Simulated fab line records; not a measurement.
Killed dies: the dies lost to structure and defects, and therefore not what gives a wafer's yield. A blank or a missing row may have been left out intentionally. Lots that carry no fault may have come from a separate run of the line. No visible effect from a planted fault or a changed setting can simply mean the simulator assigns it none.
Chamber matching :: flow n5-finfet :: 4 sister chambers for N5_BEOL_M10_STRIP_36 on rie-diel-04
The step strips in N2/H2. 4 wafers are shown with their chamber, then 7 later ones without.

## WAFERS WITH THEIR CHAMBER
wafer: L085.2
chamber: 1
showerhead-plenum-p-Torr (Torr): 2.59

wafer: L085.4
chamber: 2
showerhead-plenum-p-Torr (Torr): 2.53

wafer: L087.1
chamber: 0
showerhead-plenum-p-Torr (Torr): 2.60

wafer: L087.2
chamber: 3
showerhead-plenum-p-Torr (Torr): 2.51

## WAFERS WITHOUT THEIR CHAMBER
wafer: L087.3
showerhead-plenum-p-Torr (Torr): 2.59

wafer: L090.3
showerhead-plenum-p-Torr (Torr): 2.51

wafer: L090.4
showerhead-plenum-p-Torr (Torr): 2.52

wafer: L090.6
showerhead-plenum-p-Torr (Torr): 2.52

wafer: L096.3
showerhead-plenum-p-Torr (Torr): 2.59

wafer: L096.4
showerhead-plenum-p-Torr (Torr): 2.58

wafer: L096.6
showerhead-plenum-p-Torr (Torr): 2.60

## WHICH CHAMBER EACH WENT THROUGH
wafer: L087.3
from the rows above: can't be placed: 1 or 0
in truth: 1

wafer: L090.3
from the rows above: 3
in truth: 3

wafer: L090.4
from the rows above: can't be placed: 2 or 3
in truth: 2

wafer: L090.6
from the rows above: can't be placed: 2 or 3
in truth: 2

wafer: L096.3
from the rows above: can't be placed: 1 or 0
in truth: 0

wafer: L096.4
from the rows above: can't be placed: 1 or 0
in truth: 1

wafer: L096.6
from the rows above: can't be placed: 0 or 1
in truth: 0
Placed correctly: 1 of 7. Not placeable from these rows: 6 (in 6, the candidates include the true chamber). Wrongly placed: 0.
How it was worked out, from the rows above alone: a wafer's distance from a chamber is the root of the sum, over the readings, of the square of ((its reading less the chamber's mean) divided by the reading's scatter). The wafer belongs to the nearest chamber; if the next one is less than 2 further off, it can't be placed. For every chamber, the mean is computed from those of its wafers that are shown. The scatter: with one shown wafer a chamber, the root of the mean of the squares of how far each hidden wafer lies from its nearest shown one.
